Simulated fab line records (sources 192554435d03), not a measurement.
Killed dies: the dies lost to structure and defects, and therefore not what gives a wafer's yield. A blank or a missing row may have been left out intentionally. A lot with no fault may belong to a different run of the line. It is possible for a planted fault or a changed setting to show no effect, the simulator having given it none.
Which tool did it? -- flow n5 finfet -- Sampling: 10 lots, 30 wafers, 5 of 1938 route steps

## WHAT THE GAUGES SHOWED, per wafer
N5_BEOL_M4_RC_MEAS_101. Usual: DIBL_N 36.8 mV/V, standard deviation 2.2; DIBL_P 37.0 mV/V, standard deviation 2.8; IOFF_N 0.18 nA/um, standard deviation 0.043; IOFF_P 0.23 nA/um, standard deviation 0.05; ION_N 680 uA/um, standard deviation 14; ION_P 466 uA/um, standard deviation 9.1; SS_N 71.7 mV/dec, standard deviation 0.74; SS_P 73.5 mV/dec, standard deviation 0.79; VT_N 248 mV, standard deviation 4; VT_P -249 mV, standard deviation 4.1.
lot,measured,on,DIBL_N (mV/V),DIBL_P (mV/V),IOFF_N (nA/um),IOFF_P (nA/um),ION_N (uA/um),ION_P (uA/um),SS_N (mV/dec),SS_P (mV/dec),VT_N (mV),VT_P (mV),flag
L441,day 8 01:04,prober-01,39.6 35.4 37.8,41.3 36.2 39.6,0.29 0.17 0.23,0.36 0.22 0.32,715 691 696,484 470 480,72.7 71.5 72.1,74.8 73.3 74.0,238 247 243,-241 -246 -242,
L439,day 8 09:23,prober-01,34.7 33.8 37.8,35.3 35.0 38.8,0.13 0.13 0.20,0.19 0.19 0.25,665 687 689,459 467 467,71.2 71.0 71.7,73.2 73.7 74.1,251 249 246,-253 -251 -249,
L440,day 8 09:34,prober-02,37.8 34.9 38.9,36.7 33.9 38.6,0.16 0.13 0.19,0.19 0.17 0.23,666 677 688,450 462 463,71.9 69.7 71.8,73.9 73.0 73.7,249 252 248,-254 -255 -251,
L449,day 10 14:43,prober-02,40.1 38.5 42.5,39.8 38.5 42.6,0.20 0.19 0.27,0.30 0.28 0.36,671 681 700,470 477 479,72.0 71.6 73.1,74.3 73.3 74.9,249 246 244,-244 -243 -242,
L448,day 10 14:59,prober-01,36.7 36.1 35.3,37.0 36.3 35.5,0.18 0.17 0.14,0.25 0.24 0.24,681 673 662,472 471 462,71.6 72.1 71.9,73.8 73.8 73.0,246 249 253,-245 -248 -246,
L450,day 10 16:55,prober-02,34.7 41.5 35.7,34.0 41.0 35.2,0.14 0.31 0.15,0.24 0.40 0.25,676 701 664,480 489 473,70.9 72.6 70.8,73.9 74.7 72.8,251 239 253,-245 -237 -245,
L457,day 12 20:48,prober-02,34.6 30.4 39.2,34.2 29.0 40.9,0.13 0.08 0.25,0.19 0.12 0.31,664 636 695,457 441 474,70.7 69.9 71.6,73.0 71.5 74.1,252 259 242,-251 -257 -244,
L460,day 13 03:29,prober-01,37.4 39.8 38.5,36.0 41.2 37.6,0.18 0.25 0.21,0.20 0.31 0.23,687 707 683,459 480 460,71.9 73.3 72.8,73.4 74.3 73.8,249 244 247,-252 -249 -250,
L459,day 13 05:25,prober-02,38.8 37.5 37.8,40.2 39.5 38.9,0.22 0.20 0.18,0.29 0.29 0.25,696 696 679,472 480 466,72.0 72.4 72.2,74.7 74.3 74.3,247 245 249,-244 -244 -245,
L461,day 13 10:34,prober-01,33.4 37.3 35.5,34.3 39.2 37.2,0.12 0.20 0.15,0.17 0.25 0.22,671 687 670,460 468 466,70.6 71.6 71.4,73.1 73.7 73.1,256 246 251,-255 -250 -250,

## TOOL THAT RAN EACH LOT (tool first, then ch and the chambers of the sampled wafers, then the start)
lot,N5_BEOL_M3_ANNEAL_80,N5_BEOL_M3_SPUTTER_81,N5_BEOL_M3_ANNEAL_82,N5_BEOL_M3_ANNEAL_87
L441,"pvd sputter-01, day 7 14:38","pvd sputter-01, day 7 14:47","pvd sputter-01, day 7 14:52","pvd sputter-01, day 7 15:05"
L439,"pvd sputter-02, day 7 16:28","pvd sputter-02, day 7 16:36","pvd sputter-02, day 7 16:41","pvd sputter-02, day 7 16:54"
L440,"pvd sputter-02, day 7 19:46","pvd sputter-02, day 7 19:54","pvd sputter-02, day 7 19:59","pvd sputter-02, day 7 20:12"
L449,"pvd sputter-02, day 10 02:40","pvd sputter-02, day 10 02:49","pvd sputter-02, day 10 02:53","pvd sputter-02, day 10 03:07"
L448,"pvd sputter-01, day 10 03:04","pvd sputter-01, day 10 03:13","pvd sputter-01, day 10 03:17","pvd sputter-01, day 10 03:31"
L450,"pvd sputter-01, day 10 05:39","pvd sputter-01, day 10 05:47","pvd sputter-01, day 10 05:52","pvd sputter-01, day 10 06:05"
L457,"pvd sputter-01, day 12 08:39","pvd sputter-01, day 12 08:47","pvd sputter-01, day 12 08:52","pvd sputter-01, day 12 09:05"
L460,"pvd sputter-01, day 12 15:05","pvd sputter-01, day 12 15:14","pvd sputter-01, day 12 15:19","pvd sputter-01, day 12 15:32"
L459,"pvd sputter-02, day 12 18:59","pvd sputter-02, day 12 19:07","pvd sputter-02, day 12 19:12","pvd sputter-02, day 12 19:25"
L461,"pvd sputter-01, day 12 21:02","pvd sputter-01, day 12 21:11","pvd sputter-01, day 12 21:16","pvd sputter-01, day 12 21:29"
- N5_BEOL_M3_ANNEAL_80: time 240 s.
- N5_BEOL_M3_SPUTTER_81: material Cu, target thk 4.5 nm, time 8.29 s.
- N5_BEOL_M3_ANNEAL_82: time 240 s.
- N5_BEOL_M3_ANNEAL_87: time 240 s.

## AS READ BY THE TOOLS THEMSELVES (means over the sampled wafers that have a number; for cases with no such wafer, the mark the record gives instead)
N5_BEOL_M3_ANNEAL_80. Usual: heater power w 851 W, standard deviation 130; susceptor temp C 400.00 C, standard deviation 0.23.
lot,tool,heater power w (W),susceptor temp C (C),flag
L441,pvd sputter-01,789,400.05,
L439,pvd sputter-02,783,399.98,
L440,pvd sputter-02,661,400.33,
L449,pvd sputter-02,1018,399.85,
L448,pvd sputter-01,819,399.83,
L450,pvd sputter-01,802,400.10,
L457,pvd sputter-01,805,399.84,
L460,pvd sputter-01,855,400.00,
L459,pvd sputter-02,860,400.10,
L461,pvd sputter-01,853,399.92,

N5_BEOL_M3_SPUTTER_81. Usual: chamber pressure pa 0.07002 Pa, standard deviation 0.00014; chuck gas flow sccm 1.27 sccm, standard deviation 0.052; susceptor temp C -20.01 C, standard deviation 0.11; throttle valve pct 30.7 %, standard deviation 1.3.
lot,tool,chamber pressure pa (Pa),chuck gas flow sccm (sccm),susceptor temp C (C),throttle valve pct (%),flag
L441,pvd sputter-01,0.07002,1.22,-19.93,29.7,
L439,pvd sputter-02,0.07000,1.29,-20.11,31.7,
L440,pvd sputter-02,0.06999,1.22,-20.04,32.1,
L449,pvd sputter-02,-,-,-,-,OFF
L448,pvd sputter-01,-,-,-,-,OFF
L450,pvd sputter-01,-,-,-,-,OFF
L457,pvd sputter-01,0.07004,1.30,-20.06,30.7,
L460,pvd sputter-01,0.06997,1.27,-19.92,29.6,
L459,pvd sputter-02,0.07005,1.29,-20.10,31.4,
L461,pvd sputter-01,0.06994,1.23,-20.15,30.5,

N5_BEOL_M3_ANNEAL_82. Usual: heater power w 852 W, standard deviation 130; susceptor temp C 400.03 C, standard deviation 0.22.
lot,tool,heater power w (W),susceptor temp C (C),flag
L441,pvd sputter-01,800,400.10,
L439,pvd sputter-02,798,400.03,
L440,pvd sputter-02,658,399.82,
L449,pvd sputter-02,1018,400.07,
L448,pvd sputter-01,815,400.01,
L450,pvd sputter-01,809,399.87,
L457,pvd sputter-01,814,400.14,
L460,pvd sputter-01,855,400.23,
L459,pvd sputter-02,870,400.19,
L461,pvd sputter-01,863,400.07,

N5_BEOL_M3_ANNEAL_87. Usual: heater power w 854 W, standard deviation 130; susceptor temp C 399.99 C, standard deviation 0.22.
lot,tool,heater power w (W),susceptor temp C (C),flag
L441,pvd sputter-01,806,400.02,
L439,pvd sputter-02,774,400.03,
L440,pvd sputter-02,670,399.84,
L449,pvd sputter-02,997,400.01,
L448,pvd sputter-01,818,400.02,
L450,pvd sputter-01,819,400.15,
L457,pvd sputter-01,826,400.16,
L460,pvd sputter-01,847,399.91,
L459,pvd sputter-02,870,400.06,
L461,pvd sputter-01,863,399.94,

## THE ANSWER, worked out from the rows above alone
Rule: lot off if the mean of its wafers having a number is beyond 3 standard deviations from the usual mean. A lot without any number at a reading at which 4 lots or more have one is off too. Any other lot the step has rows for is counted as sound. First the gauges in route order, then the tools' own readings, where a lot's mean is used as printed above. The first step at which some lot is off is used, and at that step the reading that is off furthest; a lot without a number counts as furthest.
Off: L449, L448, L450 (N5_BEOL_M3_SPUTTER_81, chamber pressure pa). Without a number there: L449, L448, L450.
If a tool, at that step or one of the process steps before it, ran each lot that is off and ran no sound lot following the first of them, it fits. No candidate that was tried fits.

## WHAT THE SIMULATOR HAD INSERTED
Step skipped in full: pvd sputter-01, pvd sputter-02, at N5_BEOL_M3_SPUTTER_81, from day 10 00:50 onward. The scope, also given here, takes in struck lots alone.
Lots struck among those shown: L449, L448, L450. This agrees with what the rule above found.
